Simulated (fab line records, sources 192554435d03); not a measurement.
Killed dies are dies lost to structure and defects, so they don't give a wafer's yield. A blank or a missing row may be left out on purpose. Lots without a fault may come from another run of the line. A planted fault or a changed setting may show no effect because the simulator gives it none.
Which tool did it? | flow n5_finfet | 10 lots, 30 wafers sampled, at 5 steps of a route of 1938

WHAT THE GAUGES READ, wafer by wafer
N5_SD_EPI_P_CD_MEAS_09: target cd 240 nm. Usual: cd_nm 239.8 nm, standard deviation 0.77.
lot  | measured    | on        | cd_nm (nm)        | flag
L145 | day 3 04:41 | cd_sem-03 | 240.0 240.3 240.4 |
L150 | day 4 11:39 | cd_sem-01 | 239.5 239.5 238.8 |
L156 | day 6 00:11 | cd_sem-03 | 239.7 240.8 239.8 |
L157 | day 6 08:53 | cd_sem-01 | 240.1 240.9 240.3 |
L158 | day 6 15:22 | cd_sem-02 | 238.8 239.6 238.8 |
L160 | day 7 00:36 | cd_sem-01 | 239.3 240.9 240.0 |
L161 | day 7 04:37 | cd_sem-03 | 240.6 239.3 239.9 |
L163 | day 7 16:13 | cd_sem-02 | 239.4 240.1 238.5 |
L166 | day 8 10:53 | cd_sem-02 | 240.8 239.9 239.7 |
L167 | day 8 17:04 | cd_sem-01 | 238.7 239.0 239.7 |

N5_SD_EPI_P_EPI_MEAS_23. Usual: thk_nm 61.1 nm, standard deviation 1.2.
lot  | measured    | on            | thk_nm (nm)    | flag
L145 | day 3 09:10 | film_metro-01 | 60.3 62.7 61.1 |
L150 | day 4 15:19 | film_metro-02 | 61.1 60.4 62.3 |
L156 | day 6 03:49 | film_metro-02 | 66.3 65.2 67.1 | OFF
L157 | day 6 13:00 | film_metro-02 | 65.9 68.3 66.4 | OFF
L158 | day 6 19:05 | film_metro-02 | 60.8 60.5 60.7 |
L160 | day 7 04:16 | film_metro-01 | 61.4 63.5 62.0 |
L161 | day 7 08:16 | film_metro-01 | 61.5 63.1 63.0 |
L163 | day 7 19:53 | film_metro-02 | 61.3 60.6 61.0 |
L166 | day 8 14:41 | film_metro-01 | 61.8 60.0 61.0 |
L167 | day 8 20:59 | film_metro-02 | 62.3 62.7 61.5 |

WHICH TOOL RAN EACH LOT (tool, then ch and the chambers of the sampled wafers, then the start)
lot  | N5_SD_EPI_P_ETCH_36               | N5_SD_EPI_P_ETCHBACK_46           | N5_SD_EPI_P_EPI_21
L145 | rie_diel-01 ch 0,1,2, day 3 04:49 | rie_diel-01 ch 0,1,2, day 3 05:12 | epi_rpcvd-03 ch 0, day 3 06:44
L150 | rie_diel-04 ch 1,3, day 4 11:47   | rie_diel-04 ch 1,3, day 4 12:10   | epi_rpcvd-03 ch 0, day 4 13:07
L156 | rie_diel-01 ch 0,1,2, day 6 00:19 | rie_diel-01 ch 0,1,2, day 6 00:41 | epi_rpcvd-03 ch 0, day 6 01:37
L157 | rie_diel-05 ch 2,3, day 6 09:12   | rie_diel-05 ch 2,3, day 6 09:47   | epi_rpcvd-03 ch 0, day 6 11:31
L158 | rie_diel-01 ch 1,2,3, day 6 15:34 | rie_diel-01 ch 1,2,3, day 6 15:57 | epi_rpcvd-04 ch 0, day 6 17:37
L160 | rie_diel-04 ch 1,2, day 7 00:46   | rie_diel-04 ch 1,2, day 7 01:08   | epi_rpcvd-02 ch 0, day 7 02:05
L161 | rie_diel-05 ch 1,2,3, day 7 04:44 | rie_diel-05 ch 1,2,3, day 7 05:07 | epi_rpcvd-04 ch 0, day 7 06:47
L163 | rie_diel-04 ch 0,2,3, day 7 16:23 | rie_diel-04 ch 0,2,3, day 7 16:46 | epi_rpcvd-04 ch 0, day 7 17:42
L166 | rie_diel-01 ch 2,3, day 8 11:11   | rie_diel-01 ch 2,3, day 8 11:34   | epi_rpcvd-04 ch 0, day 8 12:29
L167 | rie_diel-05 ch 0,1, day 8 17:28   | rie_diel-05 ch 0,1, day 8 17:51   | epi_rpcvd-04 ch 0, day 8 19:09
- N5_SD_EPI_P_ETCH_36: etches SiARC in CF4, target depth 45.5 nm, time 75.8 s.
- N5_SD_EPI_P_ETCHBACK_46: etches SiNx in CH3F/O2, stops on SiO2, target depth 17.5 nm.
- N5_SD_EPI_P_EPI_21: deposits SiGe:B, time 355 s.

WHAT THE TOOLS THEMSELVES READ (means of the sampled wafers that have a number; where no wafer has one, the mark that the record gives instead)
N5_SD_EPI_P_ETCH_36. Usual: drypump_motor_current_A 5.8 A, standard deviation 0.42; etch_rf_on_time_s 75.5 s, standard deviation 1.7; oes_product_au 0.68 a.u., standard deviation 0.067; rf_fwd_power_W 539.6 W, standard deviation 2; rf_vpp_V 184.0 V, standard deviation 1.2; showerhead_plenum_p_Torr 2.14 Torr, standard deviation 0.075; throttle_valve_pct 15.59 %, standard deviation 0.16.
lot  | tool        | drypump_motor_current_A (A) | etch_rf_on_time_s (s) | oes_product_au (a.u.) | rf_fwd_power_W (W) | rf_vpp_V (V) | showerhead_plenum_p_Torr (Torr) | throttle_valve_pct (%) | flag
L145 | rie_diel-01 | 5.8                         | 75.5                  | 0.72                  | 540.0              | 183.7        | 2.14                            | 15.45                  |
L150 | rie_diel-04 | 5.7                         | 75.4                  | 0.66                  | 539.7              | 183.3        | 2.11                            | 15.67                  |
L156 | rie_diel-01 | 5.9                         | 76.5                  | 0.68                  | 540.6              | 184.3        | 2.13                            | 15.50                  |
L157 | rie_diel-05 | 5.9                         | 73.6                  | 0.65                  | 540.8              | 185.0        | 2.19                            | 15.70                  |
L158 | rie_diel-01 | 5.8                         | 76.7                  | 0.70                  | 539.5              | 183.7        | 2.12                            | 15.49                  |
L160 | rie_diel-04 | 5.7                         | 74.5                  | 0.81                  | 538.7              | 185.4        | 2.28                            | 15.36                  |
L161 | rie_diel-05 | 5.8                         | 75.1                  | 0.67                  | 540.8              | 184.2        | 2.15                            | 15.71                  |
L163 | rie_diel-04 | 5.5                         | 75.3                  | 0.68                  | 540.6              | 183.7        | 2.15                            | 15.52                  |
L166 | rie_diel-01 | 5.7                         | 76.6                  | 0.67                  | 538.4              | 183.9        | 2.13                            | 15.59                  |
L167 | rie_diel-05 | 6.0                         | 77.5                  | 0.75                  | 539.6              | 184.6        | 2.16                            | 15.54                  |

N5_SD_EPI_P_ETCHBACK_46. Usual: CH3F_flow_sccm 30.02 sccm, standard deviation 0.09; drypump_motor_current_A 5.8 A, standard deviation 0.41; oes_product_au 0.68 a.u., standard deviation 0.066; rf_fwd_power_W 393.3 W, standard deviation 1.3; rf_vpp_V 295 V, standard deviation 5.7; showerhead_plenum_p_Torr 2.00 Torr, standard deviation 0.071; throttle_valve_pct 16.32 %, standard deviation 0.15.
lot  | tool        | CH3F_flow_sccm (sccm) | drypump_motor_current_A (A) | oes_product_au (a.u.) | rf_fwd_power_W (W) | rf_vpp_V (V) | showerhead_plenum_p_Torr (Torr) | throttle_valve_pct (%) | flag
L145 | rie_diel-01 | 30.02                 | 5.8                         | 0.72                  | 393.0              | 294          | 2.00                            | 16.21                  |
L150 | rie_diel-04 | 30.02                 | 5.7                         | 0.66                  | 392.8              | 295          | 1.97                            | 16.39                  |
L156 | rie_diel-01 | 29.94                 | 5.8                         | 0.69                  | 392.1              | 293          | 1.99                            | 16.25                  |
L157 | rie_diel-05 | 30.04                 | 5.9                         | 0.64                  | 395.5              | 295          | 2.04                            | 16.36                  |
L158 | rie_diel-01 | 30.07                 | 5.8                         | 0.71                  | 392.2              | 292          | 1.98                            | 16.24                  |
L160 | rie_diel-04 | 30.00                 | 5.7                         | 0.80                  | 393.4              | 302          | 2.13                            | 16.06                  |
L161 | rie_diel-05 | 30.07                 | 5.9                         | 0.66                  | 394.1              | 297          | 2.00                            | 16.42                  |
L163 | rie_diel-04 | 30.11                 | 5.5                         | 0.68                  | 393.3              | 296          | 2.01                            | 16.26                  |
L166 | rie_diel-01 | 29.90                 | 5.7                         | 0.67                  | 394.0              | 295          | 2.00                            | 16.37                  |
L167 | rie_diel-05 | 30.17                 | 6.0                         | 0.76                  | 393.2              | 300          | 2.01                            | 16.28                  |

N5_SD_EPI_P_EPI_21. Usual: susceptor_temp_C 549.97 C, standard deviation 0.25; susceptor_temp_C_max 551.00, standard deviation 0.3.
lot  | tool         | susceptor_temp_C (C) | susceptor_temp_C_max | flag
L145 | epi_rpcvd-03 | 550.00               | 551.16               |
L150 | epi_rpcvd-03 | 550.11               | 551.12               |
L156 | epi_rpcvd-03 | 552.74               | 553.73               | OFF
L157 | epi_rpcvd-03 | 553.22               | 554.37               | OFF
L158 | epi_rpcvd-04 | 550.14               | 550.99               |
L160 | epi_rpcvd-02 | 550.16               | 551.62               |
L161 | epi_rpcvd-04 | 550.03               | 550.94               |
L163 | epi_rpcvd-04 | 550.09               | 550.99               |
L166 | epi_rpcvd-04 | 550.18               | 551.12               |
L167 | epi_rpcvd-04 | 549.79               | 550.57               |

THE ANSWER, worked out from the rows above alone
Rule: a lot is off if the mean of its wafers that have a number lies more than 3 standard deviations from the usual mean. A lot without any number at a reading at which 4 lots or more have one is off too. The other lots that the step has rows for count as sound. The gauges are gone through in route order, then the tools' own readings, and for those a lot's mean is taken as printed above. The first step at which some lot is off is used, and at that step the reading that is off furthest; a lot without a number counts as furthest.
Off: L156, L157, at N5_SD_EPI_P_EPI_MEAS_23 (thk_nm).
A tool fits if, at a process step before that reading, it ran every lot that is off, and no sound lot after the first of them. The gauges at N5_SD_EPI_P_EPI_MEAS_23 aren't tried: what is off there is off at N5_SD_EPI_P_EPI_21 too, on other tools, and a gauge's error can't cause that. One fits: epi_rpcvd-03 at N5_SD_EPI_P_EPI_21. Its last sound lot is L150 (day 4 13:07), its first lot that is off L156 (day 6 01:37): a fault that began between those two fits.
The tool's own readings at N5_SD_EPI_P_EPI_21 bear it out: on the lots that are off they differ by more than 5 times the standard deviation of the sound lots' means. susceptor_temp_C reads 552.98 C there against 550.06 C on the sound lots; susceptor_temp_C_max reads 554.05 there against 551.06 on the sound lots.

WHAT THE SIMULATOR HAD PUT IN
Process parameter drift: epi_rpcvd-03, from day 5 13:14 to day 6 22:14, at N5_SD_EPI_P_EPI_21. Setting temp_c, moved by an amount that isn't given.
Lots struck among those shown: L156, L157. The rule above found the same.
